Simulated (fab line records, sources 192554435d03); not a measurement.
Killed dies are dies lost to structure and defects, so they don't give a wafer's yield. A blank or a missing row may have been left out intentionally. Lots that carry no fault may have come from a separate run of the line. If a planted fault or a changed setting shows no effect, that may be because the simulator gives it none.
fab line records + flow n5-finfet
record
- lots=11
- wafers=30
- last-day=17
route steps=1938 shown BEOL_M15@1785 PASSIVATION@1936
lots that met no fault: taken from a fault-free run of the same line
start-h: hours from the record's opening day to when the first of the lot's shown wafers began + wait-h: time in hours since the lot's previous step + " as in the row above + L1.1+2: a single row standing in for several wafers + - value missing, or start not given + * or withheld: withheld + < > ~ a bound
route shown NAME@n: names a module that has steps shown in the file, with the first one's number in the route + usual: the fault-free wafers' mean and standard deviation + same: alike in all rows + chamber/n: place in a boat + sites: readings site by site + _std_site: the standard deviation of these + _edge_site: inner sites' mean taken away from outer sites' mean + radius-mm: for every site, how far away it sits from the centre of the wafer + mask NAME#n: copy n + behind: the most recent tool/chamber to have shaped the wafer + hold: why the lot was held/for how many hours/how that ended + device: transistor that didn't switch, given as n, p or np + end of line: the tests these same wafers got at the end of their route + a step given without rows: its recipe and nothing more + killed: count of dies lost to structure and defects at first sort (not the wafer's yield) + map: a wafer's dies, x killed, . not, _ none there
set.NAME: the setting the step ran with; set.NAME@STEP: the setting that earlier step ran with + model.NAME: the simulator's own value behind a step, which no gauge read
route steps across a sampled set of lots; one table per step, one row per wafer
services: from which hour (start-h, from the record's first day; less than 0 if before it) a tool's chamber was out of use, for how many hours, and why
## steps
# step N5_BEOL_M15_INSPECT_12
# recipe
- mode=adi
- inspect-instrument=macro
# usual
- raw-defect-count=1.9/1.5
| lot.wafer | tool              | chamber | start-h | wait-h | raw-defect-count |
|-----------|-------------------|---------|---------|--------|------------------|
| L110.2    | defect-inspect-01 | -       | 265.84  | 0.0    | 0                |
| L110.5    | "                 | -       | "       | "      | 2                |
| L112.1    | defect-inspect-02 | -       | 266.22  | 0.0    | 2                |
| L112.4    | "                 | -       | "       | "      | 4                |
| L112.6    | "                 | -       | "       | "      | 2                |
| L115.2    | defect-inspect-01 | -       | 297.69  | 0.0    | 3                |
| L115.4    | "                 | -       | "       | "      | 2                |
| L115.6    | "                 | -       | "       | "      | 4                |
| L118.1    | defect-inspect-02 | -       | 302.20  | 0.0    | 2                |
| L118.4    | "                 | -       | "       | "      | 5                |
| L118.5    | "                 | -       | "       | "      | 1                |
| L119.1    | defect-inspect-02 | -       | 304.63  | 0.0    | 2                |
| L119.5    | "                 | -       | "       | "      | 1                |
| L123.1    | defect-inspect-02 | -       | 333.80  | 0.0    | 1                |
| L123.4    | "                 | -       | "       | "      | 2                |
| L123.6    | "                 | -       | "       | "      | 2                |
| L122.3    | defect-inspect-02 | -       | 334.12  | 0.0    | 0                |
| L122.4    | "                 | -       | "       | "      | 1                |
| L122.6    | "                 | -       | "       | "      | 0                |
| L126.2    | defect-inspect-02 | -       | 359.99  | 0.0    | 2                |
| L126.3    | "                 | -       | "       | "      | 4                |
| L126.6    | "                 | -       | "       | "      | 1                |
| L124.1    | defect-inspect-02 | -       | 360.49  | 0.0    | 4                |
| L124.5    | "                 | -       | "       | "      | 3                |
| L132.2    | defect-inspect-02 | -       | 384.94  | 0.0    | 3                |
| L132.3    | "                 | -       | "       | "      | 0                |
| L132.5    | "                 | -       | "       | "      | 2                |
| L133.1    | defect-inspect-02 | -       | 393.18  | 0.0    | 4                |
| L133.2    | "                 | -       | "       | "      | 1                |
| L133.3    | "                 | -       | "       | "      | 2                |
# step N5_BEOL_M15_ETCH_59
# recipe
- chemistry=N2/H2
- target=BARC
- target-depth-a=890
- overetch-a=267
- time-s=67.9
- ion-energy-ev=200
- pressure-mtorr=30
- source-w=840
- bias-w=150
- n2-flow-sccm=200
- h2-flow-sccm=200
# usual
- drypump-motor-current-A=5.8/0.34
- oes-product-au=0.67/0.076
- rf-fwd-power-W=834/3
- rf-vpp-V=523/3.6
- showerhead-plenum-p-Torr=2.51/0.13
- throttle-valve-pct=17.86/0.29
# same
- time-s=67.9
| lot.wafer | tool        | chamber | start-h | wait-h | drypump-motor-current-A | oes-product-au | rf-fwd-power-W | rf-hours-counter-h | rf-vpp-V | showerhead-plenum-p-Torr | throttle-valve-pct |
|-----------|-------------|---------|---------|--------|-------------------------|----------------|----------------|--------------------|----------|--------------------------|--------------------|
| L110.2    | rie-diel-06 | 0       | 265.91  | 0.0    | 6.3                     | 0.73           | 830            | 72                 | 526      | 2.57                     | 17.87              |
| L110.5    | "           | 1       | "       | "      | 5.7                     | 0.60           | 836            | -                  | 520      | 2.40                     | 18.20              |
| L112.1    | rie-diel-06 | 1       | 266.32  | 0.0    | 5.8                     | 0.60           | 838            | 241                | 519      | 2.40                     | 18.21              |
| L112.4    | "           | 3       | "       | "      | 6.5                     | 0.76           | 834            | -                  | 522      | 2.49                     | 17.39              |
| L112.6    | "           | 0       | "       | "      | 6.3                     | 0.73           | 833            | -                  | 525      | 2.57                     | 17.90              |
| L115.2    | rie-diel-05 | 2       | 297.85  | 0.0    | 6.0                     | 0.63           | 835            | 171                | 520      | 2.34                     | 17.71              |
| L115.4    | "           | 3       | "       | "      | 5.9                     | 0.64           | 836            | 186                | 527      | 2.64                     | 18.26              |
| L115.6    | "           | 1       | "       | "      | 5.4                     | 0.58           | 834            | -                  | 519      | 2.40                     | 18.46              |
| L118.1    | rie-diel-05 | 1       | 302.72  | 0.0    | 5.5                     | 0.58           | 837            | 242                | 521      | 2.40                     | 18.47              |
| L118.4    | "           | 3       | "       | "      | 6.0                     | 0.63           | 835            | 187                | 527      | 2.64                     | 18.26              |
| L118.5    | "           | 0       | "       | "      | 5.5                     | 0.71           | 835            | -                  | 521      | 2.46                     | 17.43              |
| L119.1    | rie-diel-06 | 3       | 304.70  | 0.0    | 6.5                     | 0.74           | 834            | 54                 | 522      | 2.48                     | 17.42              |
| L119.5    | "           | 1       | "       | "      | 5.7                     | 0.86           | 833            | -                  | 529      | 2.71                     | 17.67              |
| L123.1    | rie-diel-05 | 3       | 333.87  | 0.0    | 6.0                     | 0.63           | 832            | 197                | 526      | 2.63                     | 18.28              |
| L123.4    | "           | 3       | "       | "      | 5.9                     | 0.63           | 831            | -                  | 526      | 2.63                     | 18.30              |
| L123.6    | "           | 2       | "       | "      | 6.0                     | 0.62           | 829            | -                  | 517      | 2.33                     | 17.73              |
| L122.3    | rie-diel-02 | 1       | 334.19  | 0.0    | 6.0                     | 0.57           | 831            | 248                | 518      | 2.36                     | 17.84              |
| L122.4    | "           | 3       | "       | "      | 6.2                     | 0.67           | 836            | 125                | 521      | 2.43                     | 17.68              |
| L122.6    | "           | 0       | "       | "      | 5.3                     | 0.61           | 843            | -                  | 524      | 2.50                     | 17.80              |
| L126.2    | rie-diel-02 | 2       | 360.06  | 0.0    | 5.7                     | 0.70           | 831            | 96                 | 527      | 2.69                     | 18.08              |
| L126.3    | "           | 0       | "       | "      | 5.2                     | 0.60           | 831            | 209                | 524      | 2.50                     | 17.82              |
| L126.6    | "           | 2       | "       | "      | 5.7                     | 0.70           | 829            | -                  | 527      | 2.69                     | 18.09              |
| L124.1    | rie-diel-05 | 2       | 360.56  | 0.0    | 6.0                     | 0.61           | 836            | 190                | 517      | 2.33                     | 17.73              |
| L124.5    | "           | 1       | "       | "      | 5.5                     | 0.83           | 838            | -                  | 528      | 2.71                     | 17.95              |
| L132.2    | rie-diel-05 | 2       | 385.01  | 0.0    | 6.0                     | 0.61           | 832            | 201                | 520      | 2.32                     | 17.76              |
| L132.3    | "           | 3       | "       | "      | 5.9                     | 0.62           | 834            | 217                | 529      | 2.62                     | 18.31              |
| L132.5    | "           | 1       | "       | "      | 5.4                     | 0.79           | 836            | -                  | 529      | 2.71                     | 17.96              |
| L133.1    | rie-diel-05 | 0       | 393.25  | 0.0    | 5.5                     | 0.69           | 834            | 112                | 522      | 2.45                     | 17.48              |
| L133.2    | "           | 3       | "       | "      | 5.9                     | 0.61           | 827            | 220                | 525      | 2.62                     | 18.31              |
| L133.3    | "           | 2       | "       | "      | 6.0                     | 0.61           | 831            | 204                | 517      | 2.32                     | 17.79              |
# step N5_BEOL_M15_SPUTTER_43
# recipe
- material=TaN
- target-thk-a=150
- temp-c=50
- bias-v=168.6
- power-w=15000
- chamber-pressure-pa=0.12
- time-s=24.19
# usual
- substrate-temp-c=49.98/0.12
- throttle-valve-pct=30.4/0.94
| lot.wafer | tool           | chamber | start-h | wait-h | substrate-temp-c | throttle-valve-pct |
|-----------|----------------|---------|---------|--------|------------------|--------------------|
| L110.2    | pvd-sputter-01 | -       | 271.60  | 0.0    | 49.91            | 30.4               |
| L110.5    | "              | -       | "       | "      | 50.12            | 30.5               |
| L112.1    | pvd-sputter-02 | -       | 271.69  | 0.0    | 49.90            | 30.9               |
| L112.4    | "              | -       | "       | "      | 49.88            | 32.6               |
| L112.6    | "              | -       | "       | "      | 49.99            | 30.9               |
| L115.2    | pvd-sputter-01 | -       | 303.99  | 0.0    | 49.77            | 30.6               |
| L115.4    | "              | -       | "       | "      | 49.97            | 30.8               |
| L115.6    | "              | -       | "       | "      | 49.94            | 31.0               |
| L118.1    | pvd-sputter-02 | -       | 308.28  | 0.0    | 50.15            | 30.9               |
| L118.4    | "              | -       | "       | "      | 49.85            | 29.3               |
| L118.5    | "              | -       | "       | "      | 49.98            | 31.0               |
| L119.1    | pvd-sputter-02 | -       | 308.60  | 0.0    | 50.28            | 29.2               |
| L119.5    | "              | -       | "       | "      | 49.84            | 29.1               |
| L122.3    | pvd-sputter-03 | -       | 337.20  | 0.0    | 50.01            | 30.7               |
| L122.4    | "              | -       | "       | "      | 50.01            | 30.6               |
| L122.6    | "              | -       | "       | "      | 50.11            | 30.5               |
| L123.1    | pvd-sputter-01 | -       | 337.21  | 0.0    | 50.11            | 30.4               |
| L123.4    | "              | -       | "       | "      | 50.10            | 30.3               |
| L123.6    | "              | -       | "       | "      | 50.07            | 29.5               |
| L126.2    | pvd-sputter-01 | -       | 363.15  | 0.0    | 49.78            | 29.2               |
| L126.3    | "              | -       | "       | "      | 50.04            | 30.6               |
| L126.6    | "              | -       | "       | "      | 49.78            | 29.6               |
| L124.1    | pvd-sputter-01 | -       | 363.47  | 0.0    | 50.02            | 30.7               |
| L124.5    | "              | -       | "       | "      | 50.06            | 30.8               |
| L132.2    | pvd-sputter-03 | -       | 387.66  | 0.0    | 49.92            | 30.9               |
| L132.3    | "              | -       | "       | "      | 49.97            | 29.8               |
| L132.5    | "              | -       | "       | "      | 50.18            | 29.7               |
| L133.1    | pvd-sputter-02 | -       | 396.58  | 0.0    | 50.06            | 32.4               |
| L133.2    | "              | -       | "       | "      | 50.15            | 29.4               |
| L133.3    | "              | -       | "       | "      | 50.09            | 30.9               |
# step N5_BEOL_M15_CMP_49
# recipe
- stop-on=SiO2
- t-overpolish-s=4.9
- down-force-psi=2
- platen-rpm=80
- clearing-platen-down-force-psi=2
- clearing-platen-rpm=80
- post-cmp-clean=cu-alkaline
- target-thk-nm=850
- clearing-platen-pad-velocity-m-s=1.5917
- pad-velocity-m-s=1.5917
# usual
- barrier-field-endpoint-s=11.4/0.38
- motor-current-A=8.4/0.74
| lot.wafer | tool   | chamber | start-h | wait-h | barrier-field-endpoint-s | motor-current-A |
|-----------|--------|---------|---------|--------|--------------------------|-----------------|
| L110.2    | cmp-02 | 1       | 272.71  | 0.2    | 11.7                     | 8.4             |
| L110.5    | "      | 2       | "       | "      | 10.9                     | 8.8             |
| L112.1    | cmp-04 | 2       | 273.14  | 0.3    | 12.2                     | 8.2             |
| L112.4    | "      | 0       | "       | "      | 11.6                     | 7.7             |
| L112.6    | "      | 2       | "       | "      | 12.3                     | 7.9             |
| L115.2    | cmp-04 | 0       | 304.88  | 0.3    | 11.4                     | 7.6             |
| L115.4    | "      | 1       | "       | "      | 11.4                     | 7.8             |
| L115.6    | "      | 2       | "       | "      | 11.7                     | 8.5             |
| L118.1    | cmp-01 | 3       | 309.10  | 0.3    | 11.3                     | 8.5             |
| L118.4    | "      | 1       | "       | "      | 11.2                     | 8.4             |
| L118.5    | "      | 0       | "       | "      | 10.8                     | 7.4             |
| L119.1    | cmp-01 | 3       | 309.47  | 0.3    | 11.4                     | 7.7             |
| L119.5    | "      | 2       | "       | "      | 11.0                     | 8.4             |
| L122.4    | cmp-01 | 1       | 338.03  | 0.1    | 11.2                     | 8.1             |
| L122.3    | "      | 3       | "       | "      | 11.7                     | 8.5             |
| L122.6    | "      | 2       | "       | "      | 11.3                     | 8.4             |
| L123.1    | cmp-04 | 3       | 338.32  | 0.3    | 11.5                     | 9.1             |
| L123.4    | "      | 0       | "       | "      | 11.2                     | 8.0             |
| L123.6    | "      | 3       | "       | "      | 11.3                     | 9.6             |
| L126.2    | cmp-04 | 3       | 364.01  | 0.2    | 7.3                      | 9.4             |
| L126.3    | "      | 0       | "       | "      | 11.1                     | 7.2             |
| L126.6    | "      | 2       | "       | "      | 11.7                     | 8.6             |
| L124.1    | cmp-04 | 2       | 364.70  | 0.3    | 11.9                     | 8.2             |
| L124.5    | "      | 1       | "       | "      | 7.3                      | 7.7             |
| L132.2    | cmp-02 | 3       | 388.71  | 0.3    | 11.3                     | 7.7             |
| L132.3    | "      | 0       | "       | "      | 11.5                     | 9.7             |
| L132.5    | "      | 2       | "       | "      | 11.5                     | 9.4             |
| L133.2    | cmp-01 | 0       | 397.53  | 0.2    | 10.9                     | 6.9             |
| L133.1    | "      | 2       | "       | "      | 11.8                     | 9.1             |
| L133.3    | "      | 3       | "       | "      | 11.8                     | 8.5             |
# step N5_BEOL_M15_INSPECT_55
# recipe
- inspect-instrument=darkfield
- mode=post-dep
# usual
- raw-defect-count=68/20
| lot.wafer | tool              | chamber | start-h | wait-h | raw-defect-count |
|-----------|-------------------|---------|---------|--------|------------------|
| L110.2    | defect-inspect-01 | -       | 273.16  | 0.0    | 48               |
| L110.5    | "                 | -       | "       | "      | 52               |
| L112.1    | defect-inspect-01 | -       | 273.55  | 0.0    | 61               |
| L112.4    | "                 | -       | "       | "      | 46               |
| L112.6    | "                 | -       | "       | "      | 106              |
| L115.2    | defect-inspect-01 | -       | 305.26  | 0.0    | 81               |
| L115.4    | "                 | -       | "       | "      | 70               |
| L115.6    | "                 | -       | "       | "      | 51               |
| L118.1    | defect-inspect-01 | -       | 309.55  | 0.0    | 47               |
| L118.4    | "                 | -       | "       | "      | 81               |
| L118.5    | "                 | -       | "       | "      | 53               |
| L119.1    | defect-inspect-01 | -       | 309.88  | 0.0    | 38               |
| L119.5    | "                 | -       | "       | "      | 39               |
| L122.3    | defect-inspect-01 | -       | 338.48  | 0.0    | 46               |
| L122.4    | "                 | -       | "       | "      | 59               |
| L122.6    | "                 | -       | "       | "      | 58               |
| L123.1    | defect-inspect-02 | -       | 338.77  | 0.0    | 98               |
| L123.4    | "                 | -       | "       | "      | 65               |
| L123.6    | "                 | -       | "       | "      | 78               |
| L126.2    | defect-inspect-01 | -       | 364.45  | 0.0    | 78               |
| L126.3    | "                 | -       | "       | "      | 47               |
| L126.6    | "                 | -       | "       | "      | 77               |
| L124.1    | defect-inspect-02 | -       | 365.08  | 0.0    | 84               |
| L124.5    | "                 | -       | "       | "      | 91               |
| L132.2    | defect-inspect-01 | -       | 389.09  | 0.0    | 48               |
| L132.3    | "                 | -       | "       | "      | 49               |
| L132.5    | "                 | -       | "       | "      | 89               |
| L133.1    | defect-inspect-02 | -       | 397.98  | 0.0    | 62               |
| L133.2    | "                 | -       | "       | "      | 56               |
| L133.3    | "                 | -       | "       | "      | 40               |
# step N5_PASSIVATION_PROBE_49
# usual
- defect-limited-yield=91.1/1.4
- killed_at_M0_to_M3=36/9.9
- killed_at_M4_up=13/5.8
- killed-at-contacts=14/5.9
- killed-at-front-end=39/11
- killed-at-other=3.4/2.9
- killed-dies=105/17
- killed-open=70/13
- killed-short=34/7.3
- sort_bin_5_function=5.3/1
- sort_bin_6_memory=3.3/0.62
- sort-n-pass=1075/17
- sort-yield-pct=91.1/1.4
# same
- gross-dies=1180
- killed-at-back-side=0
- sort_bin_4_leakage[%]=0
- sort_bin_8_speed[%]=0
| lot.wafer | tool      | chamber | start-h | wait-h | defect-limited-yield[%] | killed_at_M0_to_M3 | killed_at_M4_up | killed-at-contacts | killed-at-front-end | killed-at-other | killed-dies | killed-open | killed-short | sort_bin_5_function[%] | sort_bin_6_memory[%] | sort-n-pass | sort-yield-pct[%] |
|-----------|-----------|---------|---------|--------|-------------------------|--------------------|-----------------|--------------------|---------------------|-----------------|-------------|-------------|--------------|------------------------|----------------------|-------------|-------------------|
| L126.2    | prober-01 | -       | 379.13  | 0.1    | 89.8                    | 47                 | 15              | 17                 | 41                  | 0               | 120         | 74          | 33           | 6.0                    | 2.8                  | 1060        | 89.8              |
| L126.3    | prober-01 | -       | 379.18  | 0.1    | 88.9                    | 56                 | 16              | 16                 | 42                  | 1               | 131         | 92          | 38           | 6.9                    | 3.6                  | 1049        | 88.9              |
# killed by level:class
L126.2 MOL_CONTACT_COAG:geometric-particle:open=17 BEOL_M2:geometric-particle:open=13 HKMG_FIN:area-etch=12 BEOL_M0_SAQP:geometric-particle:short=10 STI_FIN_REVEAL:geometric-particle:open=9 FIN_SAQP:geometric-particle:short=7 BEOL_M0_SAQP:geometric-particle:open=6 BEOL_M2:geometric-particle:short=5
L126.3 BEOL_M2:geometric-particle:open=18 STI_FIN_REVEAL:geometric-particle:open=17 MOL_CONTACT_COAG:geometric-particle:open=15 BEOL_M0_SAQP:geometric-particle:open=13 BEOL_M0_SAQP:geometric-particle:short=12 BEOL_M1:geometric-particle:open=7 FIN_SAQP:geometric-particle:short=6 BEOL_M4:geometric-particle:open=5
## services
| tool           | chamber | start-h | hours | kind   |
|----------------|---------|---------|-------|--------|
| cmp-02         | -       | 243.74  | 0.9   | repair |
| cmp-01         | -       | 248.64  | 0.6   | repair |
| cmp-01         | -       | 251.86  | 0.9   | repair |
| rie-diel-02    | -       | 257.21  | 15.6  | pm     |
| rie-diel-05    | 0       | 261.54  | 19.9  | repair |
| rie-diel-06    | 2       | 264.89  | 6.7   | repair |
| cmp-01         | -       | 270.30  | 3.7   | repair |
| rie-diel-02    | 0       | 278.05  | 4.4   | repair |
| cmp-04         | -       | 280.31  | 0.6   | repair |
| rie-diel-05    | -       | 298.29  | 4.3   | pm     |
| rie-diel-06    | 2       | 307.35  | 1.8   | repair |
| rie-diel-06    | 2       | 309.34  | 9.4   | repair |
| cmp-04         | -       | 312.68  | 0.7   | repair |
| cmp-01         | -       | 333.27  | 0.5   | repair |
| cmp-04         | -       | 342.31  | 2.2   | repair |
| cmp-01         | -       | 343.67  | 0.3   | repair |
| cmp-04         | -       | 344.71  | 2.0   | repair |
| rie-diel-02    | 3       | 348.17  | 1.7   | repair |
| rie-diel-06    | 3       | 351.73  | 3.7   | repair |
| rie-diel-05    | 0       | 365.05  | 20.0  | repair |
| rie-diel-06    | 0       | 370.50  | 2.6   | repair |
| pvd-sputter-02 | -       | 371.63  | 0.5   | repair |
| cmp-04         | -       | 385.68  | 4.4   | repair |
| cmp-01         | -       | 389.19  | 2.3   | repair |
## key
first-sign
- step=N5_BEOL_M15_CMP_49
- reading=barrier-field-endpoint-s
- direction=down
- sigmas=11
- usual=11.4
- struck=7.3
effect none on later readings
met-at N5_BEOL_M15_SPUTTER_43
struck-lots L124,L126
struck-wafers L124.5,L126.2
baseline-loss
- step=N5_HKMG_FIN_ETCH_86
- wafers=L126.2
not-acting-at N5_BEOL_M15_INSPECT_12,N5_BEOL_M15_ETCH_59,N5_BEOL_M15_INSPECT_55
onset-between 337.21 363.15
fault
- kind=process-parameter-drift
- tool=pvd-sputter-01
- chamber=-
- onset-h=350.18
- steps=N5_BEOL_M15_SPUTTER_43
- channel=time-s
- offset=*
- shape=step
- end-h=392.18
- scope=struck-wafers-only
- acts-in=*
- stated=*
# baseline-loss: these wafers lose ten dies or more at that step, a loss of the line's own and not of a fault; the sort's usual values leave them out
